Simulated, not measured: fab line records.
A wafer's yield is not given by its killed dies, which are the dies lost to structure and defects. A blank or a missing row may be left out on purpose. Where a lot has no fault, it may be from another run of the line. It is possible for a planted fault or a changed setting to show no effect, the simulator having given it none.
The tool behind it: which one?    flow nandHarc    24 lots with 72 wafers sampled at 4 steps, on a route of 1302 steps

## WHAT THE GAUGES READ, wafer by wafer
NHARC_A_DECK1_JOINT_THK_MEAS_14: measures by ellipsometry. Usual: thkNm 51.3 nm, standard deviation 1.7.
lot   measured      on            thkNm (nm)      flag
L074  day 11 17:32  filmMetro-01  50.7 51.7 51.6  
L075  day 11 17:32  filmMetro-01  51.8 52.9 52.1  
L076  day 12 08:23  filmMetro-02  50.6 48.1 53.1  
L077  day 12 21:10  filmMetro-01  54.3 50.1 50.9  
L078  day 13 03:34  filmMetro-02  50.4 52.6 50.3  
L079  day 13 17:08  filmMetro-02  52.1 50.9 51.6  
L080  day 13 23:49  filmMetro-02  52.0 49.8 48.7  
L081  day 14 07:40  filmMetro-01  50.0 51.8 49.4  
L083  day 14 23:31  filmMetro-01  53.5 49.4 47.6  
L082  day 14 23:32  filmMetro-02  49.4 47.4 49.2  
L084  day 15 13:50  filmMetro-01  55.7 49.4 53.4  
L085  day 15 23:46  filmMetro-01  52.3 52.2 50.1  
L087  day 16 10:40  filmMetro-02  52.6 50.4 52.6  
L086  day 16 10:40  filmMetro-01  50.1 48.3 50.8  
L089  day 17 07:16  filmMetro-01  53.6 54.0 52.5  
L088  day 17 07:16  filmMetro-02  53.1 50.8 52.7  
L090  day 18 08:25  filmMetro-01  54.1 51.5 54.8  
L091  day 18 12:07  filmMetro-02  51.7 52.4 54.9  
L092  day 19 02:58  filmMetro-02  50.1 50.3 50.6  
L093  day 19 02:55  filmMetro-01  53.0 53.5 51.2  
L095  day 20 04:58  filmMetro-02  50.9 51.5 47.0  
L094  day 20 09:28  filmMetro-01  50.7 51.7 49.6  
L096  day 20 14:10  filmMetro-02  51.2 52.0 51.5  
L097  day 20 14:10  filmMetro-01  48.3 51.8 50.1  

NHARC_A_ONON_D2_THK_MEAS_27: measures by ellipsometry. Usual: thkNm 999 nm, standard deviation 7.1.
lot   measured      on            thkNm (nm)      flag
L074  day 13 04:42  filmMetro-02  992 993 990     
L075  day 13 04:42  filmMetro-01  1012 1011 1012  
L076  day 14 01:25  filmMetro-02  1001 1001 1002  
L077  day 14 15:28  filmMetro-01  996 995 995     
L078  day 14 15:26  filmMetro-02  995 996 996     
L079  day 15 09:56  filmMetro-01  990 990 991     
L080  day 15 14:32  filmMetro-02  1003 1001 999   
L081  day 15 20:07  filmMetro-01  1009 1008 1005  
L083  day 16 13:42  filmMetro-01  997 996 996     
L082  day 16 13:50  filmMetro-02  1005 1006 1007  
L084  day 17 00:23  filmMetro-01  1012 1008 1008  
L085  day 17 18:23  filmMetro-01  993 992 990     
L087  day 18 05:50  filmMetro-01  1007 1006 1007  
L086  day 18 05:49  filmMetro-01  1000 998 999    
L089  day 18 23:02  filmMetro-02  993 992 993     
L088  day 18 23:03  filmMetro-01  992 991 991     
L090  day 20 02:20  filmMetro-02  999 1003 1000   
L091  day 20 02:20  filmMetro-01  984 983 985     
L092  day 20 16:48  filmMetro-02  1005 1006 1004  
L093  day 20 16:47  filmMetro-01  1006 1006 1005  
L095  day 21 19:41  filmMetro-02  1004 1004 1004  
L094  day 22 00:08  filmMetro-02  994 994 992     
L096  day 22 06:58  filmMetro-01  1003 1002 1002  
L097  day 22 06:58  filmMetro-02  1001 1001 1002  

## WHICH TOOL RAN EACH LOT (tool, then ch and the chambers of the sampled wafers, then the start)
lot   NHARC_A_CHANNEL_HOLE_D1_ETCH_19  NHARC_A_DECK1_JOINT_CMP_13
L074  harEtch-01 ch 0,1, day 8 18:31   cmp-03 ch 0,2, day 11 17:18
L075  harEtch-02 ch 0,1, day 8 19:39   cmp-04 ch 0,1,3, day 11 17:18
L076  harEtch-02 ch 0,1, day 9 11:56   cmp-04 ch 1,2,3, day 12 08:11
L077  harEtch-02 ch 0,1, day 9 20:16   cmp-01 ch 0,1,3, day 12 20:54
L078  harEtch-01 ch 0,1, day 10 05:42  cmp-04 ch 1,2,3, day 13 03:20
L079  harEtch-01 ch 0,1, day 10 23:39  cmp-01 ch 0,1,3, day 13 16:52
L080  harEtch-01 ch 0,1, day 11 05:25  cmp-03 ch 0,1,2, day 13 23:34
L081  harEtch-02 ch 0,1, day 11 13:02  cmp-03 ch 0,1,2, day 14 07:24
L083  harEtch-02 ch 0,1, day 12 04:52  cmp-04 ch 1,2, day 14 23:17
L082  harEtch-01 ch 0, day 12 06:56    cmp-03 ch 1,3, day 14 23:16
L084  harEtch-01 ch 0, day 12 18:22    cmp-01 ch 1,2,3, day 15 13:34
L085  harEtch-01 ch 0,1, day 13 03:40  cmp-01 ch 0,1, day 15 23:32
L087  harEtch-02 ch 0,1, day 13 17:53  cmp-04 ch 0,1,3, day 16 10:26
L086  harEtch-01 ch 0,1, day 13 18:27  cmp-03 ch 1,2, day 16 10:25
L089  harEtch-02 ch 0,1, day 14 15:10  cmp-03 ch 0,1, day 17 07:01
L088  harEtch-01 ch 1, day 14 15:37    cmp-04 ch 0,1,3, day 17 07:02
L090  harEtch-02 ch 1, day 15 11:43    cmp-04 ch 0,3, day 18 08:10
L091  harEtch-02 ch 0,1, day 15 17:04  cmp-01 ch 0,2,3, day 18 11:55
L092  harEtch-01 ch 0,1, day 16 05:28  cmp-01 ch 2,3, day 19 02:43
L093  harEtch-01 ch 0,1, day 16 10:13  cmp-03 ch 0,1,3, day 19 02:43
L095  harEtch-02 ch 0,1, day 17 12:13  cmp-03 ch 0,1,2, day 20 04:43
L094  harEtch-01 ch 0,1, day 17 13:05  cmp-03 ch 1,2, day 20 09:14
L096  harEtch-02 ch 0,1, day 17 20:35  cmp-01 ch 0,2,3, day 20 13:58
L097  harEtch-01 ch 0,1, day 17 21:07  cmp-03 ch 0,2, day 20 13:55
- NHARC_A_CHANNEL_HOLE_D1_ETCH_19: etches the open film in C4F8/O2/Ar, time 34.5 s.
- NHARC_A_DECK1_JOINT_CMP_13: polishes, target thk 51.023 nm.

## AS READ BY THE TOOLS THEMSELVES (means over the sampled wafers that have a number; for cases with no such wafer, the mark the record gives instead)
NHARC_A_CHANNEL_HOLE_D1_ETCH_19. Usual: drypumpMotorCurrentA 5.5 A, standard deviation 0.47; heBacksideLeakSccm 6.1 sccm, standard deviation 0.51; showerheadPlenumPTorr 3.68 Torr, standard deviation 0.13; tempC -19.99 C, standard deviation 0.11; throttleValvePct 37.039 %, standard deviation 0.0097.
lot   tool        drypumpMotorCurrentA (A)  heBacksideLeakSccm (sccm)  showerheadPlenumPTorr (Torr)  tempC (C)  throttleValvePct (%)  flag
L074  harEtch-01  6.0                       5.6                        3.73                          -19.88     37.040                
L075  harEtch-02  5.3                       6.2                        3.59                          -20.15     37.045                
L076  harEtch-02  5.3                       6.3                        3.59                          -19.94     37.033                
L077  harEtch-02  5.2                       6.2                        3.69                          -20.04     37.031                
L078  harEtch-01  5.6                       6.0                        3.74                          -20.06     37.040                
L079  harEtch-01  5.6                       6.1                        3.73                          -19.98     37.041                
L080  harEtch-01  6.0                       5.6                        3.71                          -20.02     37.036                
L081  harEtch-02  5.3                       6.5                        3.58                          -20.06     37.036                
L083  harEtch-02  5.3                       6.4                        3.57                          -19.97     37.035                
L082  harEtch-01  5.3                       6.1                        3.75                          -19.94     37.034                
L084  harEtch-01  5.3                       5.9                        3.75                          -20.08     37.050                
L085  harEtch-01  5.7                       5.9                        3.72                          -19.95     37.026                
L087  harEtch-02  5.2                       6.6                        3.66                          -20.01     37.043                
L086  harEtch-01  6.0                       6.1                        3.69                          -20.11     37.038                
L089  harEtch-02  5.3                       6.4                        3.55                          -20.00     37.042                
L088  harEtch-01  6.3                       6.3                        3.65                          -20.00     37.038                
L090  harEtch-02  5.4                       6.5                        3.44                          -20.06     37.039                
L091  harEtch-02  5.3                       6.6                        3.55                          -20.14     37.045                
L092  harEtch-01  5.7                       6.4                        3.69                          -20.00     37.037                
L093  harEtch-01  6.0                       6.3                        3.67                          -19.91     37.031                
L095  harEtch-02  5.2                       5.1                        3.83                          -19.95     37.035                
L094  harEtch-01  5.6                       6.2                        3.68                          -20.00     37.035                
L096  harEtch-02  5.3                       5.4                        3.90                          -20.03     37.047                
L097  harEtch-01  6.0                       6.4                        3.65                          -20.02     37.041                

NHARC_A_DECK1_JOINT_CMP_13. Usual: edgeZonePressureFrac 1.000, standard deviation 0.005; motorCurrentA 12.6 A, standard deviation 1.4; retainingRingPressureFrac 0.999, standard deviation 0.0053; timeToEndpointS 9.5 s, standard deviation 2.7.
lot   tool    edgeZonePressureFrac  motorCurrentA (A)  retainingRingPressureFrac  timeToEndpointS (s)  flag
L074  cmp-03  1.002                 11.2               1.005                      8.0                  
L075  cmp-04  1.005                 11.7               1.005                      9.2                  
L076  cmp-04  0.993                 12.5               1.002                      11.0                 
L077  cmp-01  1.002                 14.3               0.997                      11.3                 
L078  cmp-04  1.002                 12.5               1.000                      10.5                 
L079  cmp-01  1.000                 14.6               0.998                      11.0                 
L080  cmp-03  0.997                 10.9               1.000                      7.6                  
L081  cmp-03  1.003                 11.4               1.000                      5.8                  
L083  cmp-04  1.001                 12.8               1.009                      8.5                  
L082  cmp-03  1.003                 13.0               0.997                      5.3                  
L084  cmp-01  0.998                 14.3               0.998                      13.0                 
L085  cmp-01  1.000                 14.4               1.005                      8.7                  
L087  cmp-04  0.999                 12.2               0.996                      9.4                  
L086  cmp-03  0.997                 11.4               1.004                      6.7                  
L089  cmp-03  0.997                 11.1               0.993                      9.1                  
L088  cmp-04  1.003                 12.1               0.997                      10.4                 
L090  cmp-04  1.000                 11.9               0.998                      11.1                 
L091  cmp-01  0.997                 13.4               1.000                      8.6                  
L092  cmp-01  0.999                 13.7               1.001                      11.3                 
L093  cmp-03  0.997                 12.1               0.999                      12.2                 
L095  cmp-03  1.003                 11.2               0.996                      8.8                  
L094  cmp-03  0.998                 11.5               0.997                      6.1                  
L096  cmp-01  0.999                 14.1               0.998                      10.9                 
L097  cmp-03  1.001                 11.1               0.999                      8.7                  

## THE ANSWER, worked out from the rows above alone
Rule: take the mean of a lot's wafers that have a number; if it is more than 3 standard deviations from the usual mean, the lot is off. A lot without any number at a reading at which 4 lots or more have one is off too. Where the step has rows for the other lots, those lots are counted as sound. Order of review: gauges by route order, followed by the tools' own readings, for which a lot's mean as printed above is used. At the first step where some lot is off, the reading lying furthest off is the one used; lots without a number count as furthest.
Nothing can be told from this: no lot is off at any reading shown.

## WHAT THE SIMULATOR HAD INSERTED
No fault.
